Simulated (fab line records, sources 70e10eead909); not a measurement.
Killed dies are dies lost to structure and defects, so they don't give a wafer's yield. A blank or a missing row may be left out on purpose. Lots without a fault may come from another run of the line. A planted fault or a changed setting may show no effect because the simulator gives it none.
Chamber matching | flow nand_harc | NHARC_A_M0_DEP_32 on pecvd-03: 3 sister chambers
The step deposits SiCN, target thk 30 nm. 16 wafers are shown with their chamber, then 8 later ones without.

WAFERS WITH THEIR CHAMBER
wafer  | chamber | heater_power_w (W)
L854.1 | 1       | 530
L854.2 | 0       | 603
L854.6 | 1       | 512
L862.1 | 1       | 437
L862.4 | 2       | 453
L862.5 | 0       | 521
L864.2 | 1       | 537
L864.5 | 2       | 439
L864.6 | 1       | 529
L866.2 | 1       | 514
L866.4 | 1       | 511
L866.5 | 0       | 550
L871.4 | 2       | 382
L871.5 | 1       | 534
L871.6 | 0       | 529
L872.1 | 1       | 530

SIGNATURES (means of the wafers above)
reading        | chamber 0 | chamber 1 | chamber 2 | scatter within a chamber
heater_power_w | 550.75    | 514.89    | 424.67    | 33.4
Rule: a wafer's distance from a chamber is the root of the sum, over the readings, of the square of ((its reading less the chamber's mean) divided by the reading's scatter). The wafer belongs to the nearest chamber; if the next one is less than 2 further off, it can't be placed. The scatter: the root of (the sum of the squares of (reading less its chamber's mean) over the shown wafers, divided by (wafers less chambers)).

WAFERS WITHOUT THEIR CHAMBER
wafer  | heater_power_w (W)
L872.3 | 396
L872.5 | 571
L874.2 | 523
L874.3 | 516
L874.5 | 376
L873.2 | 561
L873.5 | 389
L873.6 | 558

WHICH CHAMBER EACH WENT THROUGH
wafer  | from the rows above     | in truth
L872.3 | 2                       | 2
L872.5 | can't be placed: 0 or 1 | 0
L874.2 | can't be placed: 1 or 0 | 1
L874.3 | can't be placed: 1 or 0 | 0
L874.5 | 2                       | 2
L873.2 | can't be placed: 0 or 1 | 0
L873.5 | 2                       | 2
L873.6 | can't be placed: 0 or 1 | 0
Placed correctly: 3 of 8. Can't be placed from these rows: 5 (the true chamber is among the candidates in 5). Placed wrongly: 0.
